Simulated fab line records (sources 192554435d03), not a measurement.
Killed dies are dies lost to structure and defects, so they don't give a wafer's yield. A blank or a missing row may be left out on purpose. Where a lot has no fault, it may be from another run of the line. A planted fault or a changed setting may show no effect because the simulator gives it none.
Chamber matching -- flow n5 finfet -- N5_BEOL_M3_CO_CAP_55 on cvd co-01 has 3 sister chambers
The step material Co, precursor CCTBA/H2, target thk 2 nm, time 102.1 s. 6 wafers are shown with their chamber, then 12 later ones without.

## WAFERS, EACH WITH ITS CHAMBER
wafer,chamber,heater power w (W),susceptor temp C (C)
L085.5,1,212,200.01
L090.5,1,211,199.83
L091.5,0,212,200.14
L093.3,2,275,199.83
L093.4,0,214,199.72
L093.6,2,279,199.71

## WAFERS WITH NO CHAMBER GIVEN
wafer,heater power w (W),susceptor temp C (C)
L094.1,279,199.92
L094.4,207,199.97
L094.5,211,199.50
L095.1,213,199.87
L095.4,215,200.06
L095.6,271,199.73
L096.3,274,199.81
L096.5,207,200.05
L096.6,279,200.03
L097.1,207,199.93
L097.2,279,200.10
L097.5,209,199.77

## WHICH CHAMBER EACH WENT THROUGH
wafer,from the rows above,in truth
L094.1,2,2
L094.4,can't be placed: 1 or 0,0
L094.5,can't be placed: 1 or 0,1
L095.1,can't be placed: 0 or 1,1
L095.4,can't be placed: 0 or 1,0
L095.6,2,2
L096.3,2,2
L096.5,can't be placed: 1 or 0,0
L096.6,2,2
L097.1,can't be placed: 1 or 0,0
L097.2,2,2
L097.5,can't be placed: 1 or 0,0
Correct placement for 5 of the 12. Cannot be placed on the basis of these rows: 7; the candidates contain the true chamber in 7. Wrongly placed: 0.
How it was worked out, from the rows above alone: a wafer's distance from a chamber is the root of the sum, over the readings, of the square of ((its reading less the chamber's mean) divided by the reading's scatter). The wafer belongs to the nearest chamber; if the next one is less than 2 further off, it can't be placed. For every chamber, the mean is computed from those of its wafers that are shown. The scatter: take each reading less its chamber's mean, square it, sum over the shown wafers, divide by the number of wafers less the number of chambers, and take the root.
